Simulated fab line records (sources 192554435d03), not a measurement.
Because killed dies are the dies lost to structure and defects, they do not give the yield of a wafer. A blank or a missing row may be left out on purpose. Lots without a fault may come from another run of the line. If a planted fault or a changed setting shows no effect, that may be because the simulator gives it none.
Which of the tools did it? :: flow n5Finfet :: Sampling: 11 lots, 33 wafers, 2 of 1938 route steps

WHAT THE GAUGES SHOWED, per wafer
N5_PMOS_HMC_CHANNEL_EPI_CD_MEAS_09: the cd target is 237.4 nm.
lot: L725
measured: day 1 23:15
on: cdSem-02
cdNm (nm): 236.8 236.0 236.1

lot: L727
measured: day 2 11:47
on: cdSem-02
cdNm (nm): 238.4 236.9 237.0

lot: L728
measured: day 2 17:49
on: cdSem-01
cdNm (nm): 235.6 237.0 235.4

lot: L729
measured: day 2 23:07
on: cdSem-01
cdNm (nm): 236.5 237.8 238.2

lot: L730
measured: day 3 04:56
on: cdSem-02
cdNm (nm): 236.1 234.9 235.7

lot: L732
measured: day 3 18:02
on: cdSem-01
cdNm (nm): 235.7 236.6 237.4

lot: L733
measured: day 4 02:32
on: cdSem-01
cdNm (nm): 236.0 237.4 237.8

lot: L736
measured: day 4 17:41
on: cdSem-02
cdNm (nm): 236.6 236.5 237.7

lot: L737
measured: day 4 23:20
on: cdSem-03
cdNm (nm): 247.4 237.6 238.0

lot: L738
measured: day 5 06:17
on: cdSem-02
cdNm (nm): 248.1 249.4 238.0

lot: L746
measured: day 7 05:29
on: cdSem-02
cdNm (nm): 238.0 237.7 238.6

TOOL THAT RAN EACH LOT (tool first, then ch and the chambers of the sampled wafers, then the start)
lot: L725
N5_PMOS_HMC_CHANNEL_EPI_PEB_07: lithoTrack-03 ch 0, day 1 23:11

lot: L727
N5_PMOS_HMC_CHANNEL_EPI_PEB_07: lithoTrack-03 ch 0, day 2 11:43

lot: L728
N5_PMOS_HMC_CHANNEL_EPI_PEB_07: lithoTrack-01 ch 0, day 2 17:44

lot: L729
N5_PMOS_HMC_CHANNEL_EPI_PEB_07: lithoTrack-03 ch 0, day 2 23:04

lot: L730
N5_PMOS_HMC_CHANNEL_EPI_PEB_07: lithoTrack-03 ch 0, day 3 04:52

lot: L732
N5_PMOS_HMC_CHANNEL_EPI_PEB_07: lithoTrack-01 ch 0, day 3 17:58

lot: L733
N5_PMOS_HMC_CHANNEL_EPI_PEB_07: lithoTrack-05 ch 0, day 4 02:28

lot: L736
N5_PMOS_HMC_CHANNEL_EPI_PEB_07: lithoTrack-05 ch 0, day 4 17:37

lot: L737
N5_PMOS_HMC_CHANNEL_EPI_PEB_07: lithoTrack-05 ch 0, day 4 23:16

lot: L738
N5_PMOS_HMC_CHANNEL_EPI_PEB_07: lithoTrack-05 ch 0, day 5 06:13

lot: L746
N5_PMOS_HMC_CHANNEL_EPI_PEB_07: lithoTrack-03 ch 0, day 7 05:25
- N5_PMOS_HMC_CHANNEL_EPI_PEB_07: peb time 60 s.

AS READ BY THE TOOLS THEMSELVES (means over the sampled wafers that have a number; for cases with no such wafer, the mark the record gives instead)
The record holds no such reading with a usual standard deviation.

THE ANSWER, worked out from the rows above alone
Rule: the lots themselves supply what counts as usual. The widest of any qualifying gaps counts: lots, ordered by their means at a reading, are off when they make up no more than a third of the lots, leave a main group of 4 or more, and stand apart from it by 3 or more times the standard deviation of that group's means. A main group is skipped when, at the precision printed for the reading in the tables above, its means are all equal. Also off: a lot with no number at a reading for which 4 or more lots have one. The other lots that the step has rows for count as sound. Order of review: gauges by route order, followed by the tools' own readings, for which a lot's mean as printed above is used. At the first step where some lot is off, the reading lying furthest off is the one used; lots without a number count as furthest.
Off, at N5_PMOS_HMC_CHANNEL_EPI_CD_MEAS_09 on cdNm: L737, L738. Main group: mean 236.8 nm, sd 0.75.
A tool fits if, at a process step before that reading, it ran every lot that is off, and no sound lot after the first of them. Gauges at N5_PMOS_HMC_CHANNEL_EPI_CD_MEAS_09: tried the same way as those tools. One candidate fits, namely lithoTrack-05 at N5_PMOS_HMC_CHANNEL_EPI_PEB_07. A fault onset in the window from L736 (day 4 17:37, its last sound lot) to L737 (day 4 23:16, its first lot off) fits.

WHAT WAS PUT IN BY THE SIMULATOR
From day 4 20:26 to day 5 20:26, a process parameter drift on lithoTrack-05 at N5_PMOS_HMC_CHANNEL_EPI_PEB_07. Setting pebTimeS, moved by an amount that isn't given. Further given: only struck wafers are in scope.
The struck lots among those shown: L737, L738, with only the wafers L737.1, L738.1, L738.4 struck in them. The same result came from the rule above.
